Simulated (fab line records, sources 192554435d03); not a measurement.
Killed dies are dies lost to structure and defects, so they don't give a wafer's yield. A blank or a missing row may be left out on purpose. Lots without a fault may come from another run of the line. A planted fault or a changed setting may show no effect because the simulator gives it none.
fab line records | flow n5_finfet
record lots=9 wafers=27 last_day=18
route steps=1938 shown BEOL_M4@1111 BEOL_M7@1319 BEOL_M8@1332 PASSIVATION@1936
lots that met no fault: from a run of the same line without faults
start_h: hours from the record's first day to the start of the lot's first wafer shown | wait_h: hours since the lot's step before | " the same as in the row above | L1.1+2: a row that stands for several wafers | - no value, or no start given | * or withheld: withheld | < > ~ a bound
route shown NAME@n: a module of which the file shows steps, and the number in the route of the first | usual: mean/standard deviation of fault-free wafers | same: alike in all rows | chamber/n: place in a boat | sites: the reading at each site | _std_site: their standard deviation | _edge_site: outer sites' mean less inner sites' | radius_mm: how far each site lies from the wafer's centre | mask NAME#n: copy n | behind: the tool/chamber that last shaped the wafer | hold: why the lot was held/for how many hours/how that ended | device: the transistor (n, p or np) that didn't switch | end of line: the same wafers' tests at the end of the route | a step without rows: its recipe alone | killed: dies lost to structure and defects at the first sort, not the wafer's yield | map: a wafer's dies, x killed, . not, _ none there
set.NAME: the setting as run; set.NAME@STEP: as run at that earlier step | model.NAME: the simulator's own value behind a step, which no gauge read
steps of the route over a sample of lots; a table a step, a row a wafer
services: from which hour (start_h, from the record's first day; less than 0 if before it) a tool's chamber was out of use, for how many hours, and why
## steps
# step N5_BEOL_M4_RC_MEAS_101
# usual DIBL_N=37.5/2.5 DIBL_P=38/3.1 IOFF_N=0.19/0.059 IOFF_P=0.24/0.061 ION_N=679/16 ION_P=465/9.8 SS_N=72.0/0.8 SS_P=73.7/0.86 VT_N=248/4.5 VT_P=-249/3.5
# columns lot.wafer tool chamber start_h wait_h DIBL_N[mV/V] DIBL_P[mV/V] IOFF_N[nA/um] IOFF_P[nA/um] ION_N[uA/um] ION_P[uA/um] SS_N[mV/dec] SS_P[mV/dec] VT_N[mV] VT_P[mV]
L256.1 prober-02 0 163.35 0.0 34.1 36 0.12 0.20 659 459 70.6 72.8 254 -249
L256.5 " 0 " " 37.8 37 0.18 0.22 678 466 72.3 73.5 251 -250
L256.6 " 0 " " 39.7 40 0.23 0.27 679 459 72.7 74.2 248 -245
L263.1 prober-02 0 221.67 0.0 35.9 37 0.16 0.20 667 459 72.3 73.8 251 -252
L263.3 " 0 " " 37.2 37 0.19 0.20 680 461 72.0 73.0 249 -251
L263.6 " 0 " " 33.6 34 0.11 0.17 659 451 70.9 73.0 255 -254
L264.1 prober-01 0 237.18 0.1 34.4 35 0.10 0.16 657 453 70.8 73.2 260 -253
L264.4 " 0 " " 38.7 39 0.18 0.24 673 467 71.8 74.1 247 -249
L264.5 " 0 " " 37.1 37 0.14 0.20 651 452 71.5 73.1 252 -251
L266.2 prober-01 0 251.57 0.2 39.7 42 0.30 0.37 716 484 72.8 74.3 239 -239
L266.4 " 0 " " 33.7 34 0.13 0.19 670 461 72.0 72.9 252 -251
L266.5 " 0 " " 36.6 38 0.21 0.29 701 486 71.9 74.4 241 -244
L268.1 prober-02 0 253.23 0.0 35.6 35 0.15 0.17 660 448 71.4 73.2 250 -255
L268.3 " 0 " " 34.5 34 0.14 0.17 672 453 71.0 72.5 248 -255
L268.4 " 0 " " 37.2 38 0.18 0.22 678 450 71.9 73.9 246 -250
L271.2 prober-01 0 258.22 0.2 39.9 42 0.28 0.31 702 470 72.3 74.8 242 -245
L271.3 " 0 " " 39.4 43 0.25 0.32 690 468 71.7 75.0 246 -244
L271.5 " 0 " " 39.4 43 0.26 0.32 686 470 72.6 74.6 243 -246
L270.3 prober-02 0 259.21 0.3 35.8 36 0.13 0.21 659 465 71.9 73.3 256 -249
L270.4 " 0 " " 36.5 37 0.14 0.21 658 455 71.5 73.3 252 -250
L270.5 " 0 " " 38.3 38 0.19 0.27 682 471 72.0 74.3 248 -248
L274.1 prober-02 0 284.19 0.0 34.5 35 0.14 0.21 668 462 70.9 73.5 249 -249
L274.2 " 0 " " 36.0 35 0.14 0.20 668 459 71.2 73.8 251 -250
L274.5 " 0 " " 39.9 40 0.24 0.28 696 475 71.8 74.1 244 -246
L278.2 prober-02 0 312.12 0.2 37.5 39 0.18 0.22 679 466 72.5 73.7 251 -252
L278.3 " 0 " " 34.7 35 0.13 0.17 673 459 71.5 73.4 254 -252
L278.4 " 0 " " 37.5 40 0.19 0.26 677 463 72.1 74.5 248 -249
# step N5_BEOL_M7_PRE_CLEAN_45
# recipe gas=H2/He time_s=30 temp_c=250
# usual heater_power_w=325/33
# columns lot.wafer tool chamber start_h wait_h heater_power_w
L256.1 pvd_sputter-02 - 191.47 0.0 274
L256.5 " - " " 326
L256.6 " - " " 330
L263.1 pvd_sputter-03 - 247.40 0.0 274
L263.3 " - " " 289
L263.6 " - " " 274
L264.1 pvd_sputter-03 - 264.55 0.0 271
L264.4 " - " " 323
L264.5 " - " " 280
L268.1 pvd_sputter-01 - 284.54 0.0 303
L268.3 " - " " 349
L268.4 " - " " 373
L271.2 pvd_sputter-01 - 287.24 0.0 299
L271.3 " - " " 380
L271.5 " - " " 342
L270.3 pvd_sputter-01 - 287.32 0.0 354
L270.4 " - " " 332
L270.5 " - " " 346
L266.2 pvd_sputter-03 - 287.49 0.0 288
L266.4 " - " " 275
L266.5 " - " " 370
L274.1 pvd_sputter-03 - 314.08 0.0 366
L274.2 " - " " 276
L274.5 " - " " 284
L278.2 pvd_sputter-03 - 344.52 0.0 323
L278.3 " - " " 279
L278.4 " - " " 292
# step N5_BEOL_M7_SURFACE_TREAT_79
# recipe gas=Ar time_s=* ion_energy_ev=* ion_current_ma_cm2=0.5 pressure_mtorr=* ar_flow_sccm=30
# usual throttle_valve_pct=*
# columns lot.wafer tool chamber start_h wait_h throttle_valve_pct
L256.1 pvd_sputter-02 - 191.95 0.2 *
L256.5 " - " " *
L256.6 " - " " *
L263.1 pvd_sputter-03 - 247.78 0.2 *
L263.3 " - " " *
L263.6 " - " " *
L264.1 pvd_sputter-03 - 264.97 0.2 *
L264.4 " - " " *
L264.5 " - " " *
L268.1 pvd_sputter-02 - 285.17 0.4 *
L268.3 " - " " *
L268.4 " - " " *
L271.2 pvd_sputter-03 - 287.58 0.2 *
L271.3 " - " " *
L271.5 " - " " *
L270.3 pvd_sputter-02 - 287.66 0.2 *
L270.4 " - " " *
L270.5 " - " " *
L266.2 pvd_sputter-03 - 287.84 0.2 *
L266.4 " - " " *
L266.5 " - " " *
L274.1 pvd_sputter-02 - 314.66 0.4 *
L274.2 " - " " *
L274.5 " - " " *
L278.2 pvd_sputter-02 - 345.09 0.2 *
L278.3 " - " " *
L278.4 " - " " *
# step N5_BEOL_M7_CMP_52
# recipe stop_on=SiCOH_lowk t_overpolish_s=6.9 down_force_psi=1 platen_rpm=50 clearing_platen_down_force_psi=1.5 clearing_platen_rpm=50 post_cmp_clean=cu_alkaline target_thk_nm=80 clearing_platen_pad_velocity_m_s=0.99484 pad_velocity_m_s=0.99484
# usual barrier_field_endpoint_s=29.2/0.87 motor_current_A=5.9/0.64 overpolish_run_s=6.900/0.0091 platen_rpm=50.00/0.037 slurry_filter_dp_kPa=13.49/0.14 time_to_endpoint_s=63/3.4
# columns lot.wafer tool chamber start_h wait_h barrier_field_endpoint_s motor_current_A overpolish_run_s platen_rpm slurry_filter_dp_kPa time_to_endpoint_s
L256.1 cmp-01 1 192.80 0.3 30.6 5.2 6.891 50.01 13.33 66
L256.6 " 1 " " 30.4 5.3 6.882 50.00 13.45 66
L256.5 " 2 " " 29.3 5.4 6.904 50.01 13.49 60
L263.1 cmp-02 3 248.79 0.3 29.0 5.7 6.897 50.04 13.44 61
L263.3 " 1 " " 29.4 6.7 6.902 50.04 13.35 60
L263.6 " 2 " " 30.6 6.5 6.885 50.02 13.33 64
L264.4 cmp-01 3 266.71 0.1 28.5 6.0 6.900 49.98 13.44 64
L264.1 " 1 " " 29.1 5.1 6.892 49.98 13.49 66
L264.5 " 3 " " 28.7 6.2 6.898 49.99 13.59 62
L268.4 cmp-01 0 286.95 0.1 29.6 6.0 6.915 50.08 13.39 62
L268.3 " 1 " " 46.9 5.1 0.041 49.97 13.32 81
L268.1 " 2 " " 28.3 5.3 6.909 49.96 13.50 59
L271.3 cmp-02 3 288.30 0.2 28.6 5.8 6.903 49.98 13.66 58
L271.2 " 0 " " 29.0 5.6 6.906 49.98 13.59 66
L271.5 " 3 " " 29.5 5.6 6.905 50.01 13.48 62
L270.3 cmp-03 3 288.59 0.2 28.7 5.5 6.887 50.02 13.52 64
L270.4 " 0 " " 29.3 5.7 6.898 49.98 13.09 67
L270.5 " 3 " " 29.1 5.1 6.902 49.96 13.59 64
L266.2 cmp-01 1 288.95 0.3 28.3 5.1 6.913 49.93 13.43 64
L266.4 " 2 " " 28.4 5.5 6.884 49.98 13.48 60
L266.5 " 3 " " 46.9 6.3 0.049 50.01 13.65 82
L274.2 cmp-02 1 317.02 0.4 27.3 6.6 6.893 50.04 13.73 61
L274.1 " 3 " " 29.1 5.6 6.913 49.96 13.52 64
L274.5 " 1 " " 27.7 6.5 6.904 50.00 13.43 58
L278.3 cmp-02 3 346.95 0.3 29.8 5.3 6.903 49.93 13.51 64
L278.4 " 0 " " 30.9 5.6 6.895 49.98 13.36 71
L278.2 " 1 " " 28.5 6.6 6.890 49.99 13.47 60
# step N5_BEOL_M7_THK_MEAS_53
# recipe thk_meas_gauge=xrf reads=Cu_of_BEOL_M7_ECD_50
# usual M7_THK=79.2/2.8
# columns lot.wafer tool chamber start_h wait_h M7_THK[nm]
L256.1 film_metro-02 - 193.09 - 77.5
L256.5 " - " " 74.1
L256.6 " - " " 74.2
L263.1 film_metro-02 - 249.04 - 74.2
L263.3 " - " " 77.7
L263.6 " - " " 75.4
L264.1 film_metro-01 - 267.00 - 80.4
L264.4 " - " " 79.2
L264.5 " - " " 78.7
L268.1 film_metro-01 - 287.25 - 80.1
L268.3 " - " " 194.7
L268.4 " - " " 80.5
L271.2 film_metro-02 - 288.56 - 77.2
L271.3 " - " " 76.5
L271.5 " - " " 76.8
L270.3 film_metro-02 - 288.84 - 80.2
L270.4 " - " " 83.3
L270.5 " - " " 82.1
L266.2 film_metro-02 - 289.17 - 81.7
L266.4 " - " " 82.0
L266.5 " - " " 186.2
L274.1 film_metro-01 - 317.31 - 82.4
L274.2 " - " " 79.9
L274.5 " - " " 83.4
L278.2 film_metro-01 - 347.25 - 81.4
L278.3 " - " " 80.2
L278.4 " - " " 85.4
# step N5_BEOL_M7_INSPECT_58
# recipe inspect_instrument=darkfield mode=post_dep
# usual raw_defect_count=69/20
# columns lot.wafer tool chamber start_h wait_h raw_defect_count
L256.1 defect_inspect-01 - 193.25 0.0 89
L256.5 " - " " 116
L256.6 " - " " 105
L263.1 defect_inspect-02 - 249.20 0.0 53
L263.3 " - " " 51
L263.6 " - " " 62
L264.1 defect_inspect-01 - 267.16 0.0 60
L264.4 " - " " 60
L264.5 " - " " 54
L268.1 defect_inspect-02 - 287.40 0.0 59
L268.3 " - " " 1152
L268.4 " - " " 35
L271.2 defect_inspect-02 - 288.72 0.0 62
L271.3 " - " " 39
L271.5 " - " " 55
L270.3 defect_inspect-02 - 289.00 0.0 52
L270.4 " - " " 58
L270.5 " - " " 79
L266.2 defect_inspect-02 - 289.32 0.0 80
L266.4 " - " " 78
L266.5 " - " " 1172
L274.1 defect_inspect-01 - 317.47 0.0 78
L274.2 " - " " 95
L274.5 " - " " 63
L278.2 defect_inspect-01 - 347.40 0.0 93
L278.3 " - " " 79
L278.4 " - " " 62
# step N5_BEOL_M8_ILD_DEP_00
# recipe material=SiCOH_lowk target_thk_a=1797.5 temp_c=300 precursor=DEMS/porogen pressure_torr=5 rf_w=500 time_s=33.4
# usual heater_power_w=312/72 showerhead_plenum_p_Torr=5.738/0.014 throttle_valve_pct=14.1/0.76
# columns lot.wafer tool chamber start_h wait_h heater_power_w showerhead_plenum_p_Torr throttle_valve_pct
L256.1 pecvd-02 0 193.28 0.0 337 5.740 14.5
L256.5 " 1 " " 288 5.705 14.5
L256.6 " 0 " " 342 5.735 14.5
L263.1 pecvd-02 2 249.24 0.0 237 5.732 13.0
L263.3 " 0 " " 359 5.746 14.5
L263.6 " 1 " " 305 5.728 14.7
L264.1 pecvd-04 2 267.20 0.0 244 5.734 12.1
L264.4 " 0 " " 269 5.741 14.9
L264.5 " 2 " " 249 5.728 12.0
L268.1 pecvd-03 1 287.44 0.0 381 5.767 14.2
L268.4 " 2 " " 305 5.727 13.9
L271.2 pecvd-02 0 288.75 0.0 354 5.734 14.6
L271.3 " 1 " " 324 5.724 14.6
L271.5 " 2 " " 287 5.739 13.1
L270.3 pecvd-04 1 289.04 0.0 223 5.731 14.1
L270.4 " 1 " " 226 5.747 14.1
L270.5 " 0 " " 271 5.719 15.1
L266.2 pecvd-02 2 289.36 0.0 303 5.745 13.3
L266.4 " 1 " " 301 5.728 14.6
L274.1 pecvd-03 0 317.50 0.0 470 5.754 14.3
L274.2 " 1 " " 365 5.765 13.9
L274.5 " 0 " " 467 5.730 14.0
L278.2 pecvd-03 1 347.44 0.0 364 5.752 14.0
L278.3 " 0 " " 488 5.739 14.2
L278.4 " 1 " " 369 5.762 13.8
# step N5_PASSIVATION_PROBE_49
# usual defect_limited_yield=91.0/1.4 killed_at_M0_to_M3=35/10 killed_at_M4_up=14/5.5 killed_at_contacts=13/5.6 killed_at_front_end=41/11 killed_at_other=4/3.4 killed_dies=106/16 killed_on_rim=13/4 killed_open=68/12 killed_short=35/7.3 sort_bin_4_leakage=0.3/2.1 sort_bin_5_function=5.3/0.89 sort_bin_6_memory=3.4/0.67 sort_bin_8_speed=0.01/0.11 sort_n_pass=1070/28 sort_yield_pct=90.7/2.4
# same gross_dies=1180 killed_at_back_side=0
# columns lot.wafer tool chamber start_h wait_h defect_limited_yield[%] killed_at_M0_to_M3 killed_at_M4_up killed_at_contacts killed_at_front_end killed_at_other killed_dies killed_on_rim killed_open killed_short sort_bin_4_leakage[%] sort_bin_5_function[%] sort_bin_6_memory[%] sort_bin_8_speed[%] sort_n_pass sort_yield_pct[%]
L256.1 prober-02 - 269.75 0.0 91.7 26 22 6 38 6 98 12 57 38 0 4.9 2.8 0 1082 91.7
L256.5 prober-02 - 269.95 0.2 92.0 23 15 1 44 11 94 8 54 34 0 4.2 3.3 0 1086 92.0
L256.6 prober-02 - 270.00 0.3 90.3 38 17 11 43 5 114 15 80 28 0 5.6 4.0 0 1066 90.3
L263.1 prober-01 - 319.95 0.0 91.9 54 6 5 24 6 95 18 57 29 0 4.7 2.9 0 1085 91.9
L263.3 prober-01 - 320.05 0.1 90.6 52 12 14 22 11 111 17 77 31 0 4.4 4.7 0 1069 90.6
L263.6 prober-01 - 320.20 0.3 90.4 40 21 12 28 12 113 12 72 34 0 6.1 3.1 0 1067 90.4
L264.1 prober-02 - 350.52 0.0 88.7 40 7 9 64 13 133 13 93 38 0 6.7 4.2 0 1047 88.7
L264.4 prober-02 - 350.67 0.2 89.2 55 9 11 42 10 127 16 75 50 0 5.9 4.4 0 1053 89.2
L264.5 prober-02 - 350.72 0.2 91.5 41 11 8 36 4 100 11 65 35 0 5.3 3.0 0 1080 91.5
L266.2 prober-02 - 372.05 0.1 89.3 33 24 14 55 0 126 10 88 33 0.3 5.5 4.5 0 1051 89.1
L266.4 prober-02 - 372.15 0.2 91.1 37 12 18 35 3 105 14 70 30 0 4.8 3.4 0 1075 91.1
L266.5 prober-02 - 372.20 0.2 0 21 1097 16 42 4 1180 152 77 25 0 5.2 3.6 0 0 0
L270.3 prober-01 - 373.44 0.1 88.2 52 10 8 67 2 139 21 101 37 0 6.4 5.1 0 1041 88.2
L270.4 prober-01 - 373.49 0.2 91.7 30 8 11 45 4 98 11 61 37 0 4.7 3.1 0 1082 91.7
L270.5 prober-01 - 373.54 0.2 88.7 52 7 22 50 2 133 15 76 56 0 6.7 4.2 0.08 1047 88.7
L271.2 prober-01 - 374.55 0.1 90.3 44 18 17 32 3 114 18 74 34 0.1 6.4 3.0 0 1065 90.3
L271.3 prober-01 - 374.60 0.1 92.4 27 11 16 36 0 90 17 60 29 0 4.4 2.9 0 1090 92.4
L271.5 prober-01 - 374.70 0.2 92.5 38 11 14 26 0 89 8 54 32 0 4.2 3.1 0 1091 92.5
L268.1 prober-02 - 376.48 0.0 90.9 43 8 8 47 1 107 18 77 27 0 5.0 3.9 0 1073 90.9
L268.3 prober-02 - 376.58 0.1 0 20 1117 18 22 3 1180 152 56 14 0 3.6 2.3 0 0 0
L268.4 prober-02 - 376.63 0.2 92.1 32 8 13 40 0 93 16 62 29 0 4.7 3.1 0 1087 92.1
L274.1 prober-01 - 398.03 0.0 90.8 22 13 6 60 7 108 17 54 52 0 5.8 2.8 0 1072 90.8
L274.2 prober-01 - 398.08 0.1 91.8 28 18 8 39 4 97 11 65 32 0 4.7 3.1 0 1083 91.8
L274.5 prober-01 - 398.23 0.2 92.2 24 9 9 44 6 92 13 52 35 0 4.3 3.0 0 1088 92.2
L278.2 prober-01 - 424.46 0.1 92.7 26 7 12 40 1 86 15 54 30 0 4.4 2.6 0 1094 92.7
L278.3 prober-01 - 424.51 0.1 92.9 32 15 7 30 0 84 15 49 29 0 4.3 2.2 0 1096 92.9
L278.4 prober-01 - 424.56 0.2 92.5 30 14 7 33 4 88 8 57 31 0 3.7 3.5 0 1092 92.5
# killed by level:class
L256.1 STI_FIN_REVEAL:geometric_particle:open=14 BEOL_M4:geometric_particle:open=13 STI_FIN_REVEAL:geometric_particle:short=7 BEOL_M0_SAQP:geometric_particle:short=7 GATE_CUT:geometric_particle:short=6 MOL_CONTACT_COAG:geometric_particle:open=4 BEOL_M0_SAQP:geometric_particle:open=4 BEOL_M1:geometric_particle:open=4
L256.5 STI_FIN_REVEAL:geometric_particle:open=14 BEOL_M0_SAQP:geometric_particle:open=6 FIN_SAQP:geometric_particle:short=5 DUMMY_GATE:geometric_particle:open=5 BEOL_M1:geometric_particle:open=5 BEOL_M3:geometric_particle:open=5 STI_FIN_REVEAL:geometric_particle:short=4 GATE_CUT:geometric_particle:short=4
L256.6 STI_FIN_REVEAL:geometric_particle:open=17 BEOL_M3:geometric_particle:open=12 BEOL_M4:geometric_particle:open=11 MOL_CONTACT_COAG:geometric_particle:open=7 BEOL_M0_SAQP:geometric_particle:open=7 BEOL_M1:geometric_particle:open=6 GATE_CUT:geometric_particle:short=5 BEOL_M0_SAQP:geometric_particle:short=5
L263.1 BEOL_M0_SAQP:geometric_particle:short=13 BEOL_M3:geometric_particle:open=8 DUMMY_GATE:geometric_particle:open=7 BEOL_M0_SAQP:geometric_particle:open=7 BEOL_M1:geometric_particle:open=6 BEOL_M2:geometric_particle:open=5 BEOL_M2:area_expose=4 FIN_SAQP:geometric_particle:open=3
L263.3 BEOL_M0_SAQP:geometric_particle:open=15 MOL_CONTACT_COAG:geometric_particle:open=13 BEOL_M0_SAQP:geometric_particle:short=11 BEOL_M2:geometric_particle:open=10 BEOL_M3:geometric_particle:open=7 DUMMY_GATE:geometric_particle:open=5 PAD_METAL:geometric_particle:open=5 STARTING-WAFER:geometric_particle:short=5
L263.6 MOL_CONTACT_COAG:geometric_particle:open=9 BEOL_M2:geometric_particle:open=9 BEOL_M0_SAQP:geometric_particle:open=8 STI_FIN_REVEAL:geometric_particle:open=7 BEOL_M1:geometric_particle:open=7 BEOL_M0_SAQP:geometric_particle:short=6 BEOL_M4:geometric_particle:open=5 PASS1_CAP:geometric_particle:open=4
L264.1 STI_FIN_REVEAL:geometric_particle:open=18 FIN_SAQP:geometric_particle:open=11 BEOL_M1:geometric_particle:open=11 BEOL_M3:geometric_particle:open=10 DUMMY_GATE:geometric_particle:open=9 GATE_CUT:geometric_particle:short=8 FIN_SAQP:geometric_particle:short=7 MOL_CONTACT_COAG:geometric_particle:open=7
L264.4 BEOL_M0_SAQP:geometric_particle:short=18 FIN_SAQP:geometric_particle:short=11 BEOL_M1:geometric_particle:open=11 FIN_SAQP:geometric_particle:open=10 MOL_CONTACT_COAG:geometric_particle:open=9 BEOL_M0_SAQP:geometric_particle:open=8 DUMMY_GATE:geometric_particle:open=6 BEOL_M0:geometric_particle:open=4
L264.5 BEOL_M0_SAQP:geometric_particle:open=11 STI_FIN_REVEAL:geometric_particle:open=10 BEOL_M1:geometric_particle:open=10 MOL_CONTACT_COAG:geometric_particle:open=7 BEOL_M1:geometric_particle:short=7 DUMMY_GATE:geometric_particle:open=6 FIN_SAQP:geometric_particle:short=5 BEOL_M0_SAQP:geometric_particle:short=5
L266.2 FIN_SAQP:geometric_particle:open=13 MOL_CONTACT_COAG:geometric_particle:open=13 BEOL_M4:geometric_particle:open=12 BEOL_M2:geometric_particle:open=10 FIN_SAQP:geometric_particle:short=8 BEOL_M0_SAQP:geometric_particle:short=6 STI_FIN_REVEAL:geometric_particle:open=5 STARTING-WAFER:geometric_particle:open=5
L266.4 BEOL_M1:geometric_particle:open=16 MOL_CONTACT_COAG:geometric_particle:open=15 BEOL_M0_SAQP:geometric_particle:short=8 STI_FIN_REVEAL:geometric_particle:open=7 DUMMY_GATE:geometric_particle:open=5 BEOL_M4:geometric_particle:open=5 BEOL_M3:geometric_particle:open=4 HKMG_FIN:area_etch=4
L266.5 BEOL_M7:area_cmp=1076 MOL_CONTACT_COAG:geometric_particle:open=12 BEOL_M4:geometric_particle:open=11 DUMMY_GATE:geometric_particle:open=10 STI_FIN_REVEAL:geometric_particle:open=9 BEOL_M0_SAQP:geometric_particle:open=5 MOL_CONTACT_COAG:geometric_particle:short=4 BEOL_M0_SAQP:geometric_particle:short=4
L270.3 STI_FIN_REVEAL:geometric_particle:open=23 BEOL_M0_SAQP:geometric_particle:open=13 BEOL_M1:geometric_particle:open=11 BEOL_M2:geometric_particle:open=10 FIN_SAQP:geometric_particle:open=9 MOL_CONTACT_COAG:geometric_particle:open=8 ILD0:geometric_particle:open=7 BEOL_M0_SAQP:geometric_particle:short=7
L270.4 FIN_SAQP:geometric_particle:open=11 MOL_CONTACT_COAG:geometric_particle:open=9 STI_FIN_REVEAL:geometric_particle:open=7 BEOL_M4:geometric_particle:open=7 BEOL_M0_SAQP:geometric_particle:short=6 FIN_SAQP:geometric_particle:short=5 BEOL_M2:geometric_particle:open=5 BEOL_M3:geometric_particle:open=5
L270.5 BEOL_M0_SAQP:geometric_particle:short=20 MOL_CONTACT_COAG:geometric_particle:open=18 FIN_SAQP:geometric_particle:open=11 GATE_CUT:geometric_particle:short=9 BEOL_M0_SAQP:geometric_particle:open=9 FIN_SAQP:geometric_particle:short=8 BEOL_M1:geometric_particle:open=7 BEOL_M2:geometric_particle:open=6
L271.2 BEOL_M0_SAQP:geometric_particle:open=14 MOL_CONTACT_COAG:geometric_particle:open=13 BEOL_M0_SAQP:geometric_particle:short=11 STI_FIN_REVEAL:geometric_particle:open=10 BEOL_M2:geometric_particle:open=6 BEOL_M3:geometric_particle:open=6 BEOL_M4:geometric_particle:open=6 STI_FIN_REVEAL:geometric_particle:short=4
L271.3 MOL_CONTACT_COAG:geometric_particle:open=12 STI_FIN_REVEAL:geometric_particle:open=10 BEOL_M0_SAQP:geometric_particle:open=9 FIN_SAQP:geometric_particle:open=7 BEOL_M4:geometric_particle:open=6 BEOL_M0_SAQP:geometric_particle:short=5 FIN_SAQP:geometric_particle:short=4 MOL_CONTACT_COAG:geometric_particle:short=4
L271.5 MOL_CONTACT_COAG:geometric_particle:open=12 BEOL_M0_SAQP:geometric_particle:short=11 BEOL_M3:geometric_particle:open=10 GATE_CUT:geometric_particle:short=9 BEOL_M0_SAQP:geometric_particle:open=9 GATE_CUT:geometric_particle:open=4 FIN_CUT:geometric_particle:short=3 BEOL_M4:geometric_particle:open=3
L268.1 STI_FIN_REVEAL:geometric_particle:open=19 BEOL_M3:geometric_particle:open=12 BEOL_M2:geometric_particle:open=11 BEOL_M1:geometric_particle:open=8 MOL_CONTACT_COAG:geometric_particle:open=5 STI_FIN_REVEAL:geometric_particle:short=4 GATE_CUT:geometric_particle:short=4 FIN_SAQP:geometric_particle:short=3
L268.3 BEOL_M7:area_cmp=1109 MOL_CONTACT_COAG:geometric_particle:open=16 STI_FIN_REVEAL:geometric_particle:open=7 BEOL_M1:geometric_particle:open=5 BEOL_M0_SAQP:geometric_particle:open=4 BEOL_M0:geometric_particle:open=4 BEOL_M3:geometric_particle:open=4 FIN_SAQP:geometric_particle:open=3
L268.4 BEOL_M1:geometric_particle:open=15 FIN_SAQP:geometric_particle:open=14 FIN_SAQP:geometric_particle:short=10 MOL_CONTACT_COAG:geometric_particle:open=7 BEOL_M0_SAQP:geometric_particle:short=7 STI_FIN_REVEAL:geometric_particle:open=5 MOL_CONTACT_COAG:geometric_particle:short=4 GATE_CUT:geometric_particle:short=3
L274.1 FIN_SAQP:geometric_particle:short=26 FIN_SAQP:geometric_particle:open=13 BEOL_M0_SAQP:geometric_particle:short=6 MOL_CONTACT_COAG:geometric_particle:open=5 BEOL_M3:geometric_particle:open=4 DUMMY_GATE:geometric_particle:open=4 BEOL_M4:geometric_particle:short=4 BEOL_M0_SAQP:geometric_particle:open=4
L274.2 BEOL_M0_SAQP:geometric_particle:open=11 FIN_SAQP:geometric_particle:open=9 BEOL_M4:geometric_particle:short=9 STI_FIN_REVEAL:geometric_particle:open=8 GATE_CUT:geometric_particle:open=8 MOL_CONTACT_COAG:geometric_particle:open=7 BEOL_M0_SAQP:geometric_particle:short=7 BEOL_M3:geometric_particle:open=5
L274.5 GATE_CUT:geometric_particle:short=12 MOL_CONTACT_COAG:geometric_particle:open=9 BEOL_M0_SAQP:geometric_particle:open=7 DUMMY_GATE:geometric_particle:open=7 FIN_SAQP:geometric_particle:open=5 FIN_SAQP:geometric_particle:short=5 BEOL_M0_SAQP:geometric_particle:short=5 BEOL_M2:geometric_particle:open=5
L278.2 MOL_CONTACT_COAG:geometric_particle:open=8 BEOL_M3:geometric_particle:open=8 FIN_SAQP:geometric_particle:open=6 FIN_SAQP:geometric_particle:short=6 STI_FIN_REVEAL:geometric_particle:open=6 BEOL_M0_SAQP:geometric_particle:open=6 BEOL_M0_SAQP:geometric_particle:short=6 GATE_CUT:geometric_particle:open=5
L278.3 BEOL_M0_SAQP:geometric_particle:short=10 ILD0:geometric_particle:open=6 MOL_CONTACT_COAG:geometric_particle:open=6 BEOL_M0_SAQP:geometric_particle:open=5 FIN_SAQP:geometric_particle:short=4 BEOL_M1:geometric_particle:open=4 BEOL_M3:geometric_particle:open=4 STI_FIN_REVEAL:geometric_particle:open=3
L278.4 BEOL_M3:geometric_particle:open=7 STI_FIN_REVEAL:geometric_particle:open=6 BEOL_M4:geometric_particle:open=6 BEOL_M0_SAQP:geometric_particle:short=5 BEOL_M5:geometric_particle:open=5 FIN_SAQP:geometric_particle:open=4 GATE_CUT:geometric_particle:short=4 MOL_CONTACT_COAG:geometric_particle:open=4
## services
# columns tool chamber start_h hours kind
cmp-03 - 169.69 6.0 pm
pecvd-02 0 182.67 2.3 repair
pecvd-02 - 184.08 0.6 repair
cmp-03 - 197.42 0.9 repair
cmp-01 - 200.65 0.3 repair
cmp-01 - 203.69 1.4 repair
pecvd-03 - 209.60 1.2 repair
cmp-02 - 225.93 1.8 repair
cmp-02 - 229.14 4.0 pm
cmp-02 - 233.14 - consumable_replace:conditioner
cmp-02 - 233.14 - consumable_replace:pad
pecvd-03 2 237.88 5.4 repair
cmp-02 - 275.01 1.8 repair
cmp-03 - 289.89 0.8 repair
cmp-01 - 291.28 3.5 repair
cmp-02 - 294.31 4.3 repair
pecvd-04 1 302.38 10.1 repair
pecvd-03 2 309.52 7.6 repair
cmp-03 - 312.48 0.7 repair
cmp-03 - 315.57 5.6 repair
pvd_sputter-03 - 316.53 4.6 repair
cmp-03 - 339.87 4.0 pm
cmp-03 - 344.62 10.7 pm
cmp-01 - 346.94 1.4 repair
## key
first_sign step=N5_BEOL_M7_CMP_52 reading=overpolish_run_s direction=down sigmas=99+ usual=6.900 struck=0.045
effect step=N5_BEOL_M7_CMP_52 reading=barrier_field_endpoint_s direction=up sigmas=20 usual=29.2 struck=46.9
effect step=N5_BEOL_M7_THK_MEAS_53 reading=M7_THK direction=up sigmas=40 usual=79.2 struck=190.5
effect step=N5_BEOL_M7_INSPECT_58 reading=raw_defect_count direction=up sigmas=55 usual=69 struck=1162
effect step=N5_PASSIVATION_PROBE_49 reading=killed_at_M4_up direction=up sigmas=99+ usual=14 struck=1107
more_kills_born_at N5_BEOL_M7_CMP_52@cmp-01=2185
met_at N5_BEOL_M7_CMP_52
struck_lots L266,L268
struck_wafers L266.5,L268.3
later_rows_left_out L266.5,L268.3
not_acting_at N5_BEOL_M7_PRE_CLEAN_45,N5_BEOL_M7_SURFACE_TREAT_79,N5_BEOL_M8_ILD_DEP_00
onset_between 266.71 286.95
fault kind=process_parameter_drift tool=cmp-01 chamber=- onset_h=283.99 steps=N5_BEOL_M7_CMP_52 channel=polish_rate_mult offset=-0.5 shape=step end_h=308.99 scope=struck_wafers_only
# later_rows_left_out: the simulator's readings of these wafers behind a module that went badly wrong aren't trusted and aren't shown, but for the sort
